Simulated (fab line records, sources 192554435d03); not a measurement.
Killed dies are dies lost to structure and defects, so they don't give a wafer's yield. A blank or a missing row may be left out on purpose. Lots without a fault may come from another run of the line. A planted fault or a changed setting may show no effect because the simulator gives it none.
Split-lot experiment | flow n5_finfet | 7 lots, 21 wafers read, on a route of 1938 steps

THE SPLIT
At N5_BEOL_M5_TRENCH_ETCH_37 (etches SiCOH lowk in C4F6/O2, target depth 71.652 nm, time 24.7 s), the setting bias_w was moved away from the recipe's 185 W on 9 of the 21 wafers read, by -14.6% to +12.6%. The other wafers ran this setting at the recipe's value.

The reading is taken at the split's own step.

THE READING
rf_vpp_V, in V, at N5_BEOL_M5_TRENCH_ETCH_37 (etches SiCOH lowk in C4F6/O2, target depth 71.652 nm, time 24.7 s). Fault-free wafers of this fab line usually give 669 V, standard deviation 12 V.

wafer  | tool, chamber at the split | bias_w as run, W | against the recipe | rf_vpp_V, V | against lot-mates on the recipe
L075.2 | rie_diel-02, 2             | 208.4            | +12.6%             | 760         | no lot-mate on the recipe
L075.4 | rie_diel-02, 0             | 208.4            | +12.6%             | 739         | no lot-mate on the recipe
L075.6 | rie_diel-02, 1             | 208.4            | +12.6%             | 729         | no lot-mate on the recipe
L078.2 | rie_diel-04, 0             | 161.7            | -12.6%             | 579         | -73
L078.4 | rie_diel-04, 3             | 185              | recipe             | 652         | -
L078.6 | rie_diel-04, 3             | 161.7            | -12.6%             | 584         | -68
L080.3 | rie_diel-06, 1             | 185              | recipe             | 668         | -
L080.4 | rie_diel-06, 0             | 185              | recipe             | 680         | -
L080.6 | rie_diel-06, 3             | 185              | recipe             | 671         | -
L076.3 | rie_diel-06, 2             | 185              | recipe             | 677         | -
L076.4 | rie_diel-06, 3             | 185              | recipe             | 674         | -
L076.6 | rie_diel-06, 3             | 196.4            | +6.2%              | 703         | +28
L090.2 | rie_diel-06, 2             | 185              | recipe             | 677         | -
L090.3 | rie_diel-06, 0             | 185              | recipe             | 678         | -
L090.6 | rie_diel-06, 1             | 185              | recipe             | 667         | -
L091.2 | rie_diel-04, 3             | 159.6            | -13.7%             | 578         | -78
L091.3 | rie_diel-04, 1             | 185              | recipe             | 660         | -
L091.5 | rie_diel-04, 3             | 185              | recipe             | 651         | -
L088.2 | rie_diel-06, 0             | 157.9            | -14.6%             | 597         | -69
L088.5 | rie_diel-06, 1             | 185              | recipe             | 666         | -
L088.6 | rie_diel-06, 3             | 157.9            | -14.6%             | 592         | -74

THE FIT
A straight line over all 21 wafers: rf_vpp_V changes by +5.93 V for each +1% of bias_w; r = +0.98; the points scatter about the line by 11 V.
The same after taking each lot's own level away (the mean of its wafers on the recipe; 18 wafers): +5.21 V for each +1%; r = +0.99; scatter 4.8 V.
On that fit, the largest move of bias_w shifts the reading by 76 V.
The lots' own levels span 652.0 to 675.5 V, that is 2.0 times the standard deviation above.
So the lot-to-lot level changes the slope: the two fits differ.
Check: with one of the wafers moved furthest among these (-14.6%) left out of the fit, the line predicts -79.1 V for it against its lot-mates. It came out at -69 V against them.
Tool readings at the split's step, against how far the setting was moved: rf_vpp_V r = +0.98.

OTHER SPLITS ON THESE WAFERS
These wafers also went through other splits before the reading. Each is held against what the fit with the lots' levels taken away leaves over:
other split on the same wafers   | wafers away from the commonest value | r with rf_vpp_V (lot level and that fit taken away)
N5_BEOL_M3_TRENCH_ETCH_37 time_s | 9                                    | -0.18
N5_BEOL_M4_TRENCH_ETCH_37 time_s | 7                                    | +0.07
N5_BEOL_M5_COAT_71 spin_rpm      | 4                                    | +0.41

THE FILE'S OWN FIT
rf_vpp_V changes by +5.29 V for each +1% of bias_w, r = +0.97.
